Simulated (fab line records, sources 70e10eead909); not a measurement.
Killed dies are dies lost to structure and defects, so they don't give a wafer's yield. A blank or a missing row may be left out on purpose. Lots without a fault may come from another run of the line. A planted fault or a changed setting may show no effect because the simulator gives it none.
A struck lot beside a sound one | flow nand_harc | 41 steps out of a route of 1302
Sound: wafers L167.2, L167.3, L167.6. Struck: wafer L172.2. (L172.3, L172.5 of the same lot were not struck and are left out.) The cause comes at the end.
At each step with rows: each side's tool, then ch and its chambers, then its first start. Under that, the readings that differ: sound wafers | struck wafers | difference of the means | sigmas: that difference in standard deviations of wafers without a fault.
alike: readings whose means differ by less than 2 such deviations, and words and numbers that are the same on both sides. not compared: withheld readings, readings that some wafer has no value for, bounds like >300 that may hide the same value, and numbers for which the record gives no deviation and whose values overlap.
The two part at a step that has a row with sigmas, a row that says differs or no value, or rows on one side only. Numbers that don't overlap but have no deviation are shown without sigmas and don't part them. A reading that every wafer of one side lacks parts them only if that side has two wafers or more.

NHARC_A_M1_INSPECT_11:
  sound on defect_inspect-02, day 24 01:55; struck on defect_inspect-01, day 25 15:11
  reading          | sound    | struck | difference | sigmas
  raw_defect_count | 61 71 64 | 158    | +93        | +3
NHARC_A_M1_DESCUM_14: chemistry O2, time 3 s.
  sound on rie_diel-06 ch 0,1,3, day 24 01:59; struck on rie_diel-10 ch 2, day 25 15:16
  reading            | sound     | struck | difference | sigmas
  mfc_ar_sccm (sccm) | 0 0.000 0 | 0.034  | +0.034     | +2
  alike: drypump_motor_current_A, oes_product_au, rf_vpp_V, showerhead_plenum_p_Torr, throttle_valve_pct
  not compared: rf_hours_counter_h
then, 1 step without rows for these wafers: NHARC_A_M1_ETCH_35 (etches the open film in N2/H2, target depth 40 nm, overetch 12 nm, time 43.94 s).
NHARC_A_M1_ETCH_15: etches the open film in C4F8/Ar, target depth 182.5 nm, time 91.2 s.
  sound on rie_diel-06 ch 1,2; struck on rie_diel-10 ch 1
  alike: oes_product_au, rf_vpp_V
  not compared: rf_hours_counter_h
NHARC_A_M1_CD_MEAS_16:
  sound on cd_sem-01, day 24 02:17; struck on cd_sem-01, day 25 15:34
  reading    | sound             | struck | difference | sigmas
  cd_nm (nm) | 121.6 121.4 121.4 | 118.8  | -2.7       | -3
then, 4 steps without rows for these wafers: NHARC_A_M1_STRIP_18 (strips in N2/H2); NHARC_A_M1_ETCH_28 (etches the open film in CF4/N2, target depth 30 nm, time 72.99 s); NHARC_A_M1_STRIP_19 (strips in post etch residue remover, time 600 s); NHARC_A_M1_DEGAS_29 (time 60 s).
NHARC_A_M1_PRE_CLEAN_30: time 30 s.
  sound on pvd_sputter-03; struck on pvd_sputter-01
  alike: heater_power_w
then, 2 steps without rows for these wafers: NHARC_A_M1_PVD_20 (deposits TaN, target thk 5 nm, time 8.06 s); NHARC_A_M1_PVD_21 (deposits Cu, target thk 30 nm, time 20.49 s).
NHARC_A_M1_ECD_22: material Cu, target thk 400 nm.
  sound on ecd_cu-02 ch 0,1, day 24 03:25; struck on ecd_cu-01 ch 0, day 25 16:41
  alike: bath_temp_c
then, 2 steps without rows for these wafers: NHARC_A_M1_ANNEAL_31 (time 90 s); NHARC_A_M1_CMP_23 (polishes, t overpolish 20 s, target thk 154.34 nm).
NHARC_A_M1_THK_MEAS_24: measures by xrf.
  sound on film_metro-02, day 24 04:24; struck on film_metro-02, day 25 17:59
  alike: thk_nm
then, 1 step without rows for these wafers: NHARC_A_M1_SRD_25.
NHARC_A_M1_PRE_CLEAN_32: time 12 s.
  sound on pecvd-01 ch 1,2, day 24 04:38; struck on pecvd-03 ch 0, day 25 18:13
  alike: heater_power_w
then, 3 steps without rows for these wafers: NHARC_A_M1_DEP_33 (deposits SiCN, target thk 30 nm); NHARC_A_BONDPAD_DEP_00 (deposits SiCN, target thk 250 nm); NHARC_A_BONDPAD_CMP_29 (polishes SiCN, target thk 200 nm).
NHARC_A_BONDPAD_THK_MEAS_30: measures by ellipsometry.
  sound on film_metro-01, day 24 05:55; struck on film_metro-01, day 25 19:30
  alike: thk_nm
then, 10 steps without rows for these wafers: NHARC_A_BONDPAD_SRD_31; NHARC_A_BONDPAD_DEHYDRATE_01 (time 120 s); NHARC_A_BONDPAD_HMDS_02 (time 30 s); NHARC_A_BONDPAD_COAT_33 (time 65 s); NHARC_A_BONDPAD_COAT_03 (resist thk 600 nm); NHARC_A_BONDPAD_SOFTBAKE_04 (time 70 s); NHARC_A_BONDPAD_EBR_05; NHARC_A_BONDPAD_EXPOSE_06 (exposes mask A BPAD); NHARC_A_BONDPAD_PEB_07 (peb time 80 s); NHARC_A_BONDPAD_DEVELOP_08 (time 50 s).
NHARC_A_BONDPAD_CD_MEAS_09: target cd 500 nm.
  sound on cd_sem-03 ch 0, day 24 06:22; struck on cd_sem-01 ch 0, day 25 20:04
  reading    | sound             | struck | difference | sigmas
  cd_nm (nm) | 501.9 502.6 502.6 | 496.5  | -5.9       | -3
NHARC_A_BONDPAD_OVL_MEAS_35:
  sound on overlay-01, day 24 06:27; struck on overlay-01, day 25 20:09
  alike: overlay_x_nm, overlay_y_nm
then, 2 steps without rows for these wafers: NHARC_A_BONDPAD_HARDBAKE_10 (time 65 s); NHARC_A_BONDPAD_DESCUM_11 (chemistry O2, time 3 s).
NHARC_A_BONDPAD_ETCH_34: etches the open film in N2/H2, target depth 60 nm, overetch 18 nm, time 65.91 s.
  sound on rie_diel-02 ch 0,3, day 24 06:40; struck on rie_diel-12 ch 3, day 25 20:22
  alike: drypump_motor_current_A, mfc_ar_sccm, oes_product_au, rf_vpp_V, showerhead_plenum_p_Torr, throttle_valve_pct
  not compared: rf_hours_counter_h
then, 1 step without rows for these wafers: NHARC_A_BONDPAD_ETCH_12 (etches the open film in CHF3/O2, target depth 220 nm, time 110 s).
NHARC_A_BONDPAD_CD_MEAS_13:
  sound on cd_sem-03, day 24 06:53; struck on cd_sem-02, day 25 20:35
  reading    | sound             | struck | difference | sigmas
  cd_nm (nm) | 502.0 500.6 502.6 | 495.2  | -6.5       | -3
then, 1 step without rows for these wafers: NHARC_A_BONDPAD_STRIP_15 (strips in O2).
NHARC_END_SORT_01:
  sound on prober-02 ch 0, day 25 10:05; struck on prober-01 ch 0, day 27 05:40
  reading                  | sound          | struck | difference | sigmas
  defect_limited_yield (%) | 92.2 91.1 91.6 | 36.0   | -55.6      | -21
  killed_at_array          | 51 52 50       | 432    | +381       | +21
  killed_dies              | 53 60 57       | 433    | +376       | +21
  killed_short             | 5 4 2          | 0      | -4         | -2
  alike: killed_at_other, killed_at_periphery, killed_open

WHERE THEY PART
First at NHARC_A_M1_INSPECT_11; last, within this record, at NHARC_END_SORT_01.

WHY: what the simulator had put in
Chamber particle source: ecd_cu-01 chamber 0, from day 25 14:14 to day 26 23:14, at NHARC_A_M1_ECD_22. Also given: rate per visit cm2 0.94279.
